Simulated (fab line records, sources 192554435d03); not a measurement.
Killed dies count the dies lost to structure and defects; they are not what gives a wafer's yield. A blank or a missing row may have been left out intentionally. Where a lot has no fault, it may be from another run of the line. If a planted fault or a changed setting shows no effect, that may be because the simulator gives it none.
fab line records || flow n5Finfet || part 2 of 2: steps 22 to 32 of 32
record: {"lots": 5, "wafers": 15, "lastDay": 16}
route steps=1938 shown ZERO_LAYER@13 WELL_APT@20
lots with no fault: from the same line, run without faults
startH: hours from the record's opening day to when the first of the lot's shown wafers began || waitH: time in hours since the lot's previous step || " same as the row above || L1.1+2: several wafers, shown together as one row || - value missing, or start not given || * or withheld: withheld || < > ~ a bound
route shown NAME@n: names a module that has steps shown in the file, with the first one's number in the route || usual: the fault-free wafers' mean and standard deviation || same: alike in all rows || chamber/n: place in a boat || sites: per-site readings || _std_site: the standard deviation of these || _edge_site: mean of outer sites minus mean of inner sites || radiusMm: how far each site lies from the wafer's centre || mask NAME#n: copy n || behind: tool/chamber where the wafer was last shaped || hold: the reason the lot was held/the length of the hold in hours/how it ended || device: whichever transistor did not switch (one of n, p or np) || end of line: the tests these same wafers got at the end of their route || a step with no rows: only its recipe || killed: dies lost to structure and defects at the first sort, not the wafer's yield || map: dies across one wafer; x = killed, . = not, _ = none there
set.NAME: the run value of the setting; set.NAME@STEP: its run value at that earlier step || model.NAME: the simulator's own value behind a step, which no gauge read
certain route steps with their lots: each step a table, each wafer a row
services: the hour from which a tool's chamber was out of use, counted from the record's first day as startH (under 0 if before that day), plus the number of hours and why
== steps ==
step: N5_WELL_APT_STRIP_16
recipe: {"chemistry": "SPM", "timeS": 900, "tempC": 130, "h2so4H2o2VolRatio": 4, "dry": "ipaMarangoni"}
{"lot.wafer": "L075.1+2+6", "tool": "wetBench-01", "chamber": "1,4,7", "startH": 20.43, "waitH": 0.2}
{"lot.wafer": "L078.2+5+6", "tool": "wetBench-01", "chamber": "5,6,2", "startH": 38.40, "waitH": 0.2}
{"lot.wafer": "L081.2+4+5", "tool": "wetBench-01", "chamber": "0,6,2", "startH": 56.14, "waitH": 0.1}
{"lot.wafer": "L088.3+4+6", "tool": "wetBench-06", "chamber": "0,1,5", "startH": 98.62, "waitH": 0.1}
{"lot.wafer": "L089.1+3+4", "tool": "wetBench-06", "chamber": "2,3,1", "startH": 104.26, "waitH": 0.2}
step: N5_WELL_APT_HMDS_18
recipe: {"timeS": 60, "tempC": 120}
usual: {"resistLineTempC": "23.00/0.11"}
{"lot.wafer": "L075.1", "tool": "lithoTrack-05", "chamber": 0, "startH": 20.73, "waitH": 0.0, "resistLineTempC": 23.00}
{"lot.wafer": "L075.2", "tool": "lithoTrack-05", "chamber": 0, "startH": 20.73, "waitH": 0.0, "resistLineTempC": 22.97}
{"lot.wafer": "L075.6", "tool": "lithoTrack-05", "chamber": 0, "startH": 20.73, "waitH": 0.0, "resistLineTempC": 23.13}
{"lot.wafer": "L078.2", "tool": "lithoTrack-05", "chamber": 0, "startH": 38.69, "waitH": 0.0, "resistLineTempC": 23.05}
{"lot.wafer": "L078.5", "tool": "lithoTrack-05", "chamber": 0, "startH": 38.69, "waitH": 0.0, "resistLineTempC": 22.97}
{"lot.wafer": "L078.6", "tool": "lithoTrack-05", "chamber": 0, "startH": 38.69, "waitH": 0.0, "resistLineTempC": 23.06}
{"lot.wafer": "L081.2", "tool": "lithoTrack-02", "chamber": 0, "startH": 56.44, "waitH": 0.0, "resistLineTempC": 23.04}
{"lot.wafer": "L081.4", "tool": "lithoTrack-02", "chamber": 0, "startH": 56.44, "waitH": 0.0, "resistLineTempC": 23.10}
{"lot.wafer": "L081.5", "tool": "lithoTrack-02", "chamber": 0, "startH": 56.44, "waitH": 0.0, "resistLineTempC": 23.05}
{"lot.wafer": "L088.3", "tool": "lithoTrack-05", "chamber": 0, "startH": 98.89, "waitH": 0.0, "resistLineTempC": 23.01}
{"lot.wafer": "L088.4", "tool": "lithoTrack-05", "chamber": 0, "startH": 98.89, "waitH": 0.0, "resistLineTempC": 22.88}
{"lot.wafer": "L088.6", "tool": "lithoTrack-05", "chamber": 0, "startH": 98.89, "waitH": 0.0, "resistLineTempC": 22.97}
{"lot.wafer": "L089.1", "tool": "lithoTrack-04", "chamber": 0, "startH": 104.53, "waitH": 0.0, "resistLineTempC": 23.11}
{"lot.wafer": "L089.3", "tool": "lithoTrack-04", "chamber": 0, "startH": 104.53, "waitH": 0.0, "resistLineTempC": 23.09}
{"lot.wafer": "L089.4", "tool": "lithoTrack-04", "chamber": 0, "startH": 104.53, "waitH": 0.0, "resistLineTempC": 23.05}
step: N5_WELL_APT_COAT_19
recipe: {"spinRpm": 1357, "resistThkNm": 950}
usual: {"resistLineTempC": "22.99/0.11"}
{"lot.wafer": "L075.1", "tool": "lithoTrack-05", "chamber": 0, "startH": "-", "waitH": "-", "resistLineTempC": 22.90}
{"lot.wafer": "L075.2", "tool": "lithoTrack-05", "chamber": 0, "startH": "-", "waitH": "-", "resistLineTempC": 23.16}
{"lot.wafer": "L075.6", "tool": "lithoTrack-05", "chamber": 0, "startH": "-", "waitH": "-", "resistLineTempC": 22.91}
{"lot.wafer": "L078.2", "tool": "lithoTrack-05", "chamber": 0, "startH": "-", "waitH": "-", "resistLineTempC": 23.12}
{"lot.wafer": "L078.5", "tool": "lithoTrack-05", "chamber": 0, "startH": "-", "waitH": "-", "resistLineTempC": 22.98}
{"lot.wafer": "L078.6", "tool": "lithoTrack-05", "chamber": 0, "startH": "-", "waitH": "-", "resistLineTempC": 22.98}
{"lot.wafer": "L081.2", "tool": "lithoTrack-02", "chamber": 0, "startH": "-", "waitH": "-", "resistLineTempC": 23.02}
{"lot.wafer": "L081.4", "tool": "lithoTrack-02", "chamber": 0, "startH": "-", "waitH": "-", "resistLineTempC": 23.11}
{"lot.wafer": "L081.5", "tool": "lithoTrack-02", "chamber": 0, "startH": "-", "waitH": "-", "resistLineTempC": 23.03}
{"lot.wafer": "L088.3", "tool": "lithoTrack-05", "chamber": 0, "startH": "-", "waitH": "-", "resistLineTempC": 22.99}
{"lot.wafer": "L088.4", "tool": "lithoTrack-05", "chamber": 0, "startH": "-", "waitH": "-", "resistLineTempC": 22.86}
{"lot.wafer": "L088.6", "tool": "lithoTrack-05", "chamber": 0, "startH": "-", "waitH": "-", "resistLineTempC": 22.87}
{"lot.wafer": "L089.1", "tool": "lithoTrack-04", "chamber": 0, "startH": "-", "waitH": "-", "resistLineTempC": 23.07}
{"lot.wafer": "L089.3", "tool": "lithoTrack-04", "chamber": 0, "startH": "-", "waitH": "-", "resistLineTempC": 22.94}
{"lot.wafer": "L089.4", "tool": "lithoTrack-04", "chamber": 0, "startH": "-", "waitH": "-", "resistLineTempC": 23.18}
step: N5_WELL_APT_EBR_21
recipe: {"solvent": "PGMEA", "ebrWidthMm": 1.5}
usual: {"resistLineTempC": "22.99/0.1"}
same: {"ebrWidthMm": 1.5}
{"lot.wafer": "L075.1", "tool": "lithoTrack-05", "chamber": 0, "startH": "-", "waitH": "-", "resistLineTempC": 22.88}
{"lot.wafer": "L075.2", "tool": "lithoTrack-05", "chamber": 0, "startH": "-", "waitH": "-", "resistLineTempC": 22.83}
{"lot.wafer": "L075.6", "tool": "lithoTrack-05", "chamber": 0, "startH": "-", "waitH": "-", "resistLineTempC": 22.96}
{"lot.wafer": "L078.2", "tool": "lithoTrack-05", "chamber": 0, "startH": "-", "waitH": "-", "resistLineTempC": 23.06}
{"lot.wafer": "L078.5", "tool": "lithoTrack-05", "chamber": 0, "startH": "-", "waitH": "-", "resistLineTempC": 23.26}
{"lot.wafer": "L078.6", "tool": "lithoTrack-05", "chamber": 0, "startH": "-", "waitH": "-", "resistLineTempC": 23.05}
{"lot.wafer": "L081.2", "tool": "lithoTrack-02", "chamber": 0, "startH": "-", "waitH": "-", "resistLineTempC": 23.08}
{"lot.wafer": "L081.4", "tool": "lithoTrack-02", "chamber": 0, "startH": "-", "waitH": "-", "resistLineTempC": 23.06}
{"lot.wafer": "L081.5", "tool": "lithoTrack-02", "chamber": 0, "startH": "-", "waitH": "-", "resistLineTempC": 23.09}
{"lot.wafer": "L088.3", "tool": "lithoTrack-05", "chamber": 0, "startH": "-", "waitH": "-", "resistLineTempC": 23.15}
{"lot.wafer": "L088.4", "tool": "lithoTrack-05", "chamber": 0, "startH": "-", "waitH": "-", "resistLineTempC": 23.01}
{"lot.wafer": "L088.6", "tool": "lithoTrack-05", "chamber": 0, "startH": "-", "waitH": "-", "resistLineTempC": 23.03}
{"lot.wafer": "L089.1", "tool": "lithoTrack-04", "chamber": 0, "startH": "-", "waitH": "-", "resistLineTempC": 23.07}
{"lot.wafer": "L089.3", "tool": "lithoTrack-04", "chamber": 0, "startH": "-", "waitH": "-", "resistLineTempC": 23.02}
{"lot.wafer": "L089.4", "tool": "lithoTrack-04", "chamber": 0, "startH": "-", "waitH": "-", "resistLineTempC": 23.05}
step: N5_WELL_APT_SOFTBAKE_20
recipe: {"tempC": 130, "timeS": 60}
usual: {"resistLineTempC": "23.03/0.1"}
{"lot.wafer": "L075.1", "tool": "lithoTrack-05", "chamber": 0, "startH": "-", "waitH": "-", "resistLineTempC": 23.16}
{"lot.wafer": "L075.2", "tool": "lithoTrack-05", "chamber": 0, "startH": "-", "waitH": "-", "resistLineTempC": 22.98}
{"lot.wafer": "L075.6", "tool": "lithoTrack-05", "chamber": 0, "startH": "-", "waitH": "-", "resistLineTempC": 22.93}
{"lot.wafer": "L078.2", "tool": "lithoTrack-05", "chamber": 0, "startH": "-", "waitH": "-", "resistLineTempC": 23.11}
{"lot.wafer": "L078.5", "tool": "lithoTrack-05", "chamber": 0, "startH": "-", "waitH": "-", "resistLineTempC": 23.06}
{"lot.wafer": "L078.6", "tool": "lithoTrack-05", "chamber": 0, "startH": "-", "waitH": "-", "resistLineTempC": 22.97}
{"lot.wafer": "L081.2", "tool": "lithoTrack-02", "chamber": 0, "startH": "-", "waitH": "-", "resistLineTempC": 23.05}
{"lot.wafer": "L081.4", "tool": "lithoTrack-02", "chamber": 0, "startH": "-", "waitH": "-", "resistLineTempC": 22.94}
{"lot.wafer": "L081.5", "tool": "lithoTrack-02", "chamber": 0, "startH": "-", "waitH": "-", "resistLineTempC": 22.94}
{"lot.wafer": "L088.3", "tool": "lithoTrack-05", "chamber": 0, "startH": "-", "waitH": "-", "resistLineTempC": 23.18}
{"lot.wafer": "L088.4", "tool": "lithoTrack-05", "chamber": 0, "startH": "-", "waitH": "-", "resistLineTempC": 23.05}
{"lot.wafer": "L088.6", "tool": "lithoTrack-05", "chamber": 0, "startH": "-", "waitH": "-", "resistLineTempC": 22.96}
{"lot.wafer": "L089.1", "tool": "lithoTrack-04", "chamber": 0, "startH": "-", "waitH": "-", "resistLineTempC": 23.05}
{"lot.wafer": "L089.3", "tool": "lithoTrack-04", "chamber": 0, "startH": "-", "waitH": "-", "resistLineTempC": 23.05}
{"lot.wafer": "L089.4", "tool": "lithoTrack-04", "chamber": 0, "startH": "-", "waitH": "-", "resistLineTempC": 23.15}
step: N5_WELL_APT_EXPOSE_22
recipe: {"maskId": "PWELL", "na": 0.8, "sourceShape": "conventional", "sigmaOuter": 0.8, "polarization": "unpolarized", "defocusNm": 0, "targetCdNm": 200, "doseMj": 23.2}
usual: {"stageVelMmS": "499.95/0.24"}
{"lot.wafer": "L075.1", "tool": "krfScanner-02", "chamber": 0, "startH": 20.96, "waitH": "-", "mask": "PWELL#0", "stageVelMmS": 499.98}
{"lot.wafer": "L075.2", "tool": "krfScanner-02", "chamber": 0, "startH": 20.96, "waitH": "-", "mask": "PWELL#0", "stageVelMmS": 499.70}
{"lot.wafer": "L075.6", "tool": "krfScanner-02", "chamber": 0, "startH": 20.96, "waitH": "-", "mask": "PWELL#0", "stageVelMmS": 499.64}
{"lot.wafer": "L078.2", "tool": "krfScanner-02", "chamber": 0, "startH": 38.92, "waitH": "-", "mask": "PWELL#0", "stageVelMmS": 499.82}
{"lot.wafer": "L078.5", "tool": "krfScanner-02", "chamber": 0, "startH": 38.92, "waitH": "-", "mask": "PWELL#0", "stageVelMmS": 499.83}
{"lot.wafer": "L078.6", "tool": "krfScanner-02", "chamber": 0, "startH": 38.92, "waitH": "-", "mask": "PWELL#0", "stageVelMmS": 499.84}
{"lot.wafer": "L081.2", "tool": "krfScanner-02", "chamber": 0, "startH": 56.66, "waitH": "-", "mask": "PWELL#0", "stageVelMmS": 500.32}
{"lot.wafer": "L081.4", "tool": "krfScanner-02", "chamber": 0, "startH": 56.66, "waitH": "-", "mask": "PWELL#0", "stageVelMmS": 500.38}
{"lot.wafer": "L081.5", "tool": "krfScanner-02", "chamber": 0, "startH": 56.66, "waitH": "-", "mask": "PWELL#0", "stageVelMmS": 500.32}
{"lot.wafer": "L088.3", "tool": "krfScanner-01", "chamber": 0, "startH": 99.13, "waitH": "-", "mask": "PWELL#0", "stageVelMmS": 500.03}
{"lot.wafer": "L088.4", "tool": "krfScanner-01", "chamber": 0, "startH": 99.13, "waitH": "-", "mask": "PWELL#0", "stageVelMmS": 500.09}
{"lot.wafer": "L088.6", "tool": "krfScanner-01", "chamber": 0, "startH": 99.13, "waitH": "-", "mask": "PWELL#0", "stageVelMmS": 500.20}
{"lot.wafer": "L089.1", "tool": "krfScanner-02", "chamber": 0, "startH": 104.75, "waitH": "-", "mask": "PWELL#0", "stageVelMmS": 500.39}
{"lot.wafer": "L089.3", "tool": "krfScanner-02", "chamber": 0, "startH": 104.75, "waitH": "-", "mask": "PWELL#0", "stageVelMmS": 500.23}
{"lot.wafer": "L089.4", "tool": "krfScanner-02", "chamber": 0, "startH": 104.75, "waitH": "-", "mask": "PWELL#0", "stageVelMmS": 499.83}
step: N5_WELL_APT_PEB_23
recipe: {"pebTempC": 130, "pebTimeS": 90}
usual: {"resistLineTempC": "23.02/0.12"}
{"lot.wafer": "L075.1", "tool": "lithoTrack-05", "chamber": 0, "startH": 21.01, "waitH": 0.1, "resistLineTempC": 22.96}
{"lot.wafer": "L075.2", "tool": "lithoTrack-05", "chamber": 0, "startH": 21.01, "waitH": 0.1, "resistLineTempC": 22.81}
{"lot.wafer": "L075.6", "tool": "lithoTrack-05", "chamber": 0, "startH": 21.01, "waitH": 0.1, "resistLineTempC": 22.91}
{"lot.wafer": "L078.2", "tool": "lithoTrack-05", "chamber": 0, "startH": 38.98, "waitH": 0.0, "resistLineTempC": 23.01}
{"lot.wafer": "L078.5", "tool": "lithoTrack-05", "chamber": 0, "startH": 38.98, "waitH": 0.0, "resistLineTempC": 23.16}
{"lot.wafer": "L078.6", "tool": "lithoTrack-05", "chamber": 0, "startH": 38.98, "waitH": 0.0, "resistLineTempC": 23.11}
{"lot.wafer": "L081.2", "tool": "lithoTrack-02", "chamber": 0, "startH": 56.72, "waitH": 0.0, "resistLineTempC": 22.88}
{"lot.wafer": "L081.4", "tool": "lithoTrack-02", "chamber": 0, "startH": 56.72, "waitH": 0.0, "resistLineTempC": 22.95}
{"lot.wafer": "L081.5", "tool": "lithoTrack-02", "chamber": 0, "startH": 56.72, "waitH": 0.0, "resistLineTempC": 22.93}
{"lot.wafer": "L088.3", "tool": "lithoTrack-05", "chamber": 0, "startH": 99.18, "waitH": 0.0, "resistLineTempC": 23.10}
{"lot.wafer": "L088.4", "tool": "lithoTrack-05", "chamber": 0, "startH": 99.18, "waitH": 0.0, "resistLineTempC": 22.92}
{"lot.wafer": "L088.6", "tool": "lithoTrack-05", "chamber": 0, "startH": 99.18, "waitH": 0.0, "resistLineTempC": 22.89}
{"lot.wafer": "L089.1", "tool": "lithoTrack-02", "chamber": 0, "startH": 104.81, "waitH": 0.1, "resistLineTempC": 22.98}
{"lot.wafer": "L089.3", "tool": "lithoTrack-02", "chamber": 0, "startH": 104.81, "waitH": 0.1, "resistLineTempC": 22.98}
{"lot.wafer": "L089.4", "tool": "lithoTrack-02", "chamber": 0, "startH": 104.81, "waitH": 0.1, "resistLineTempC": 22.90}
step: N5_WELL_APT_DEVELOP_24
recipe: {"developTimeS": 45, "rinseLiquid": "surfactantRinse", "dry": "airSpin", "devTempC": 21}
usual: {"resistLineTempC": "23.00/0.091"}
{"lot.wafer": "L075.1", "tool": "lithoTrack-05", "chamber": 0, "startH": "-", "waitH": "-", "resistLineTempC": 22.84}
{"lot.wafer": "L075.2", "tool": "lithoTrack-05", "chamber": 0, "startH": "-", "waitH": "-", "resistLineTempC": 23.05}
{"lot.wafer": "L075.6", "tool": "lithoTrack-05", "chamber": 0, "startH": "-", "waitH": "-", "resistLineTempC": 23.03}
{"lot.wafer": "L078.2", "tool": "lithoTrack-05", "chamber": 0, "startH": "-", "waitH": "-", "resistLineTempC": 22.91}
{"lot.wafer": "L078.5", "tool": "lithoTrack-05", "chamber": 0, "startH": "-", "waitH": "-", "resistLineTempC": 23.12}
{"lot.wafer": "L078.6", "tool": "lithoTrack-05", "chamber": 0, "startH": "-", "waitH": "-", "resistLineTempC": 22.96}
{"lot.wafer": "L081.2", "tool": "lithoTrack-02", "chamber": 0, "startH": "-", "waitH": "-", "resistLineTempC": 23.05}
{"lot.wafer": "L081.4", "tool": "lithoTrack-02", "chamber": 0, "startH": "-", "waitH": "-", "resistLineTempC": 22.96}
{"lot.wafer": "L081.5", "tool": "lithoTrack-02", "chamber": 0, "startH": "-", "waitH": "-", "resistLineTempC": 22.98}
{"lot.wafer": "L088.3", "tool": "lithoTrack-05", "chamber": 0, "startH": "-", "waitH": "-", "resistLineTempC": 22.95}
{"lot.wafer": "L088.4", "tool": "lithoTrack-05", "chamber": 0, "startH": "-", "waitH": "-", "resistLineTempC": 23.02}
{"lot.wafer": "L088.6", "tool": "lithoTrack-05", "chamber": 0, "startH": "-", "waitH": "-", "resistLineTempC": 22.98}
{"lot.wafer": "L089.1", "tool": "lithoTrack-02", "chamber": 0, "startH": "-", "waitH": "-", "resistLineTempC": 23.14}
{"lot.wafer": "L089.3", "tool": "lithoTrack-02", "chamber": 0, "startH": "-", "waitH": "-", "resistLineTempC": 23.01}
{"lot.wafer": "L089.4", "tool": "lithoTrack-02", "chamber": 0, "startH": "-", "waitH": "-", "resistLineTempC": 23.06}
step: N5_WELL_APT_HARDBAKE_29
recipe: {"tempC": 130, "timeS": 120}
usual: {"resistLineTempC": "22.99/0.11"}
{"lot.wafer": "L075.1", "tool": "lithoTrack-05", "chamber": 0, "startH": "-", "waitH": "-", "resistLineTempC": 23.06}
{"lot.wafer": "L075.2", "tool": "lithoTrack-05", "chamber": 0, "startH": "-", "waitH": "-", "resistLineTempC": 23.02}
{"lot.wafer": "L075.6", "tool": "lithoTrack-05", "chamber": 0, "startH": "-", "waitH": "-", "resistLineTempC": 23.00}
{"lot.wafer": "L078.2", "tool": "lithoTrack-05", "chamber": 0, "startH": "-", "waitH": "-", "resistLineTempC": 23.15}
{"lot.wafer": "L078.5", "tool": "lithoTrack-05", "chamber": 0, "startH": "-", "waitH": "-", "resistLineTempC": 22.98}
{"lot.wafer": "L078.6", "tool": "lithoTrack-05", "chamber": 0, "startH": "-", "waitH": "-", "resistLineTempC": 23.08}
{"lot.wafer": "L081.2", "tool": "lithoTrack-02", "chamber": 0, "startH": "-", "waitH": "-", "resistLineTempC": 23.06}
{"lot.wafer": "L081.4", "tool": "lithoTrack-02", "chamber": 0, "startH": "-", "waitH": "-", "resistLineTempC": 23.19}
{"lot.wafer": "L081.5", "tool": "lithoTrack-02", "chamber": 0, "startH": "-", "waitH": "-", "resistLineTempC": 22.89}
{"lot.wafer": "L088.3", "tool": "lithoTrack-05", "chamber": 0, "startH": "-", "waitH": "-", "resistLineTempC": 22.91}
{"lot.wafer": "L088.4", "tool": "lithoTrack-05", "chamber": 0, "startH": "-", "waitH": "-", "resistLineTempC": 22.92}
{"lot.wafer": "L088.6", "tool": "lithoTrack-05", "chamber": 0, "startH": "-", "waitH": "-", "resistLineTempC": 23.09}
{"lot.wafer": "L089.1", "tool": "lithoTrack-02", "chamber": 0, "startH": "-", "waitH": "-", "resistLineTempC": 22.97}
{"lot.wafer": "L089.3", "tool": "lithoTrack-02", "chamber": 0, "startH": "-", "waitH": "-", "resistLineTempC": 22.98}
{"lot.wafer": "L089.4", "tool": "lithoTrack-02", "chamber": 0, "startH": "-", "waitH": "-", "resistLineTempC": 23.04}
step: N5_WELL_APT_CD_MEAS_25
recipe: {"targetCdNm": 200, "landingEnergyEv": 500, "detector": "seInlens"}
usual: {"cdNm": "201.6/2.5"}
same: {"landingEnergyEv": 500}
{"lot.wafer": "L075.1", "tool": "cdSem-03", "chamber": 0, "startH": 21.13, "waitH": "-", "cdNm": 199.5}
{"lot.wafer": "L075.2", "tool": "cdSem-03", "chamber": 0, "startH": 21.13, "waitH": "-", "cdNm": 200.7}
{"lot.wafer": "L075.6", "tool": "cdSem-03", "chamber": 0, "startH": 21.13, "waitH": "-", "cdNm": 200.1}
{"lot.wafer": "L078.2", "tool": "cdSem-02", "chamber": 0, "startH": 39.09, "waitH": "-", "cdNm": 203.0}
{"lot.wafer": "L078.5", "tool": "cdSem-02", "chamber": 0, "startH": 39.09, "waitH": "-", "cdNm": 199.3}
{"lot.wafer": "L078.6", "tool": "cdSem-02", "chamber": 0, "startH": 39.09, "waitH": "-", "cdNm": 200.0}
{"lot.wafer": "L081.2", "tool": "cdSem-02", "chamber": 0, "startH": 56.83, "waitH": "-", "cdNm": 200.5}
{"lot.wafer": "L081.4", "tool": "cdSem-02", "chamber": 0, "startH": 56.83, "waitH": "-", "cdNm": 199.6}
{"lot.wafer": "L081.5", "tool": "cdSem-02", "chamber": 0, "startH": 56.83, "waitH": "-", "cdNm": 204.6}
{"lot.wafer": "L088.3", "tool": "cdSem-03", "chamber": 0, "startH": 99.30, "waitH": "-", "cdNm": 198.6}
{"lot.wafer": "L088.4", "tool": "cdSem-03", "chamber": 0, "startH": 99.30, "waitH": "-", "cdNm": 197.2}
{"lot.wafer": "L088.6", "tool": "cdSem-03", "chamber": 0, "startH": 99.30, "waitH": "-", "cdNm": 200.0}
{"lot.wafer": "L089.1", "tool": "cdSem-03", "chamber": 0, "startH": 104.93, "waitH": "-", "cdNm": 202.7}
{"lot.wafer": "L089.3", "tool": "cdSem-03", "chamber": 0, "startH": 104.93, "waitH": "-", "cdNm": 206.8}
{"lot.wafer": "L089.4", "tool": "cdSem-03", "chamber": 0, "startH": 104.93, "waitH": "-", "cdNm": 200.8}
step: N5_WELL_APT_OVL_MEAS_26
recipe: {"pointsPerWafer": 44}
usual: {"PWELL_OVL": "-1/4.9"}
{"lot.wafer": "L075.1", "tool": "overlay-01", "chamber": 0, "startH": 21.16, "waitH": 0.0, "PWELL_OVL[nm]": 3}
{"lot.wafer": "L075.2", "tool": "overlay-01", "chamber": 0, "startH": 21.16, "waitH": 0.0, "PWELL_OVL[nm]": 1}
{"lot.wafer": "L075.6", "tool": "overlay-01", "chamber": 0, "startH": 21.16, "waitH": 0.0, "PWELL_OVL[nm]": 5}
{"lot.wafer": "L078.2", "tool": "overlay-02", "chamber": 0, "startH": 39.12, "waitH": 0.0, "PWELL_OVL[nm]": 4}
{"lot.wafer": "L078.5", "tool": "overlay-02", "chamber": 0, "startH": 39.12, "waitH": 0.0, "PWELL_OVL[nm]": 5}
{"lot.wafer": "L078.6", "tool": "overlay-02", "chamber": 0, "startH": 39.12, "waitH": 0.0, "PWELL_OVL[nm]": -1}
{"lot.wafer": "L081.2", "tool": "overlay-01", "chamber": 0, "startH": 56.86, "waitH": 0.0, "PWELL_OVL[nm]": -10}
{"lot.wafer": "L081.4", "tool": "overlay-01", "chamber": 0, "startH": 56.86, "waitH": 0.0, "PWELL_OVL[nm]": -9}
{"lot.wafer": "L081.5", "tool": "overlay-01", "chamber": 0, "startH": 56.86, "waitH": 0.0, "PWELL_OVL[nm]": -2}
{"lot.wafer": "L088.3", "tool": "overlay-02", "chamber": 0, "startH": 99.32, "waitH": 0.0, "PWELL_OVL[nm]": -1}
{"lot.wafer": "L088.4", "tool": "overlay-02", "chamber": 0, "startH": 99.32, "waitH": 0.0, "PWELL_OVL[nm]": 3}
{"lot.wafer": "L088.6", "tool": "overlay-02", "chamber": 0, "startH": 99.32, "waitH": 0.0, "PWELL_OVL[nm]": 8}
{"lot.wafer": "L089.1", "tool": "overlay-02", "chamber": 0, "startH": 104.96, "waitH": 0.0, "PWELL_OVL[nm]": 5}
{"lot.wafer": "L089.3", "tool": "overlay-02", "chamber": 0, "startH": 104.96, "waitH": 0.0, "PWELL_OVL[nm]": -2}
{"lot.wafer": "L089.4", "tool": "overlay-02", "chamber": 0, "startH": 104.96, "waitH": 0.0, "PWELL_OVL[nm]": -5}
== services ==
{"tool": "krfScanner-01", "chamber": "-", "startH": -4.52, "hours": 1.0, "kind": "pm"}
{"tool": "krfScanner-02", "chamber": "-", "startH": -2.64, "hours": 1.0, "kind": "pm"}
{"tool": "rieDiel-03", "chamber": "-", "startH": -2.38, "hours": 0.7, "kind": "repair"}
{"tool": "krfScanner-02", "chamber": "-", "startH": -1.64, "hours": 1.3, "kind": "pm"}
{"tool": "plasmaAsher-02", "chamber": "-", "startH": 8.79, "hours": 14.6, "kind": "pm"}
{"tool": "rieDiel-04", "chamber": "-", "startH": 10.94, "hours": 0.7, "kind": "repair"}
{"tool": "rieDiel-06", "chamber": 1, "startH": 12.29, "hours": 8.9, "kind": "repair"}
{"tool": "rieDiel-06", "chamber": 3, "startH": 18.92, "hours": 6.0, "kind": "repair"}
{"tool": "krfScanner-01", "chamber": "-", "startH": 22.75, "hours": 0.7, "kind": "repair"}
{"tool": "lithoTrack-02", "chamber": "-", "startH": 38.37, "hours": "-", "kind": "consumableReplace:filter"}
{"tool": "lithoTrack-05", "chamber": "-", "startH": 40.87, "hours": "-", "kind": "consumableReplace:filter"}
{"tool": "krfScanner-02", "chamber": "-", "startH": 44.78, "hours": 0.8, "kind": "pm"}
{"tool": "krfScanner-01", "chamber": "-", "startH": 45.53, "hours": 1.3, "kind": "pm"}
{"tool": "rieDiel-06", "chamber": 0, "startH": 46.11, "hours": 4.4, "kind": "repair"}
{"tool": "krfScanner-02", "chamber": 0, "startH": 54.54, "hours": "-", "kind": "calibration"}
{"tool": "rieSi-02", "chamber": 3, "startH": 56.79, "hours": 51.3, "kind": "repair"}
{"tool": "krfScanner-01", "chamber": 0, "startH": 59.14, "hours": "-", "kind": "calibration"}
{"tool": "wetBench-03", "chamber": "-", "startH": 63.33, "hours": 3.5, "kind": "repair"}
{"tool": "krfScanner-02", "chamber": "-", "startH": 70.54, "hours": 2.2, "kind": "repair"}
{"tool": "wetBench-02", "chamber": "-", "startH": 84.37, "hours": 2.2, "kind": "repair"}
{"tool": "rieDiel-04", "chamber": 2, "startH": 84.75, "hours": 13.7, "kind": "repair"}
{"tool": "implanter-01", "chamber": "-", "startH": 85.22, "hours": 1.9, "kind": "pm"}
{"tool": "krfScanner-02", "chamber": "-", "startH": 95.14, "hours": 3.5, "kind": "repair"}
{"tool": "implanter-02", "chamber": "-", "startH": 95.25, "hours": 5.3, "kind": "pm"}
